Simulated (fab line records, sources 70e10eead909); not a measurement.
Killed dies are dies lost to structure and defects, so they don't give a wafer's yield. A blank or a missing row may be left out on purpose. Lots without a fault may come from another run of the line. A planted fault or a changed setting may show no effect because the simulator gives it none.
Chamber matching | flow nand_harc | NHARC_A_STAIRCASE_ETCH_292 on rie_diel-08: 4 sister chambers
The step etches the open film in CF4/CHF3. 8 wafers are shown with their chamber, then 12 later ones without.

WAFERS WITH THEIR CHAMBER
wafer  | chamber | showerhead_plenum_p_Torr (Torr) | drypump_motor_current_A (A)
L082.5 | 2       | 1.56                            | 5.5
L083.1 | 1       | 1.68                            | 5.6
L088.2 | 1       | 1.68                            | 5.6
L088.4 | 2       | 1.55                            | 5.6
L088.5 | 3       | 1.55                            | 4.8
L089.1 | 3       | 1.55                            | 4.8
L089.3 | 0       | 1.51                            | 5.5
L089.6 | 0       | 1.51                            | 5.5

WAFERS WITHOUT THEIR CHAMBER
wafer  | showerhead_plenum_p_Torr (Torr) | drypump_motor_current_A (A)
L092.1 | 1.51                            | 5.5
L092.2 | 1.55                            | 5.6
L092.3 | 1.55                            | 4.8
L092.4 | 1.51                            | 5.5
L092.5 | 1.55                            | 4.9
L092.6 | 1.55                            | 5.6
L094.2 | 1.51                            | 5.5
L094.4 | 1.51                            | 5.6
L094.6 | 1.55                            | 5.6
L096.4 | 1.55                            | 4.8
L096.5 | 1.55                            | 4.8
L096.6 | 1.50                            | 5.6

WHICH CHAMBER EACH WENT THROUGH
wafer  | from the rows above | in truth
L092.1 | 0                   | 0
L092.2 | 2                   | 2
L092.3 | 3                   | 3
L092.4 | 0                   | 0
L092.5 | 3                   | 3
L092.6 | 2                   | 2
L094.2 | 0                   | 0
L094.4 | 0                   | 0
L094.6 | 2                   | 2
L096.4 | 3                   | 3
L096.5 | 3                   | 3
L096.6 | 0                   | 0
Placed correctly: 12 of 12. Can't be placed from these rows: 0. Placed wrongly: 0.
How it was worked out, from the rows above alone: a wafer's distance from a chamber is the root of the sum, over the readings, of the square of ((its reading less the chamber's mean) divided by the reading's scatter). The wafer belongs to the nearest chamber; if the next one is less than 2 further off, it can't be placed. A chamber's mean is the mean of its shown wafers. The scatter: the root of (the sum of the squares of (reading less its chamber's mean) over the shown wafers, divided by (wafers less chambers)).
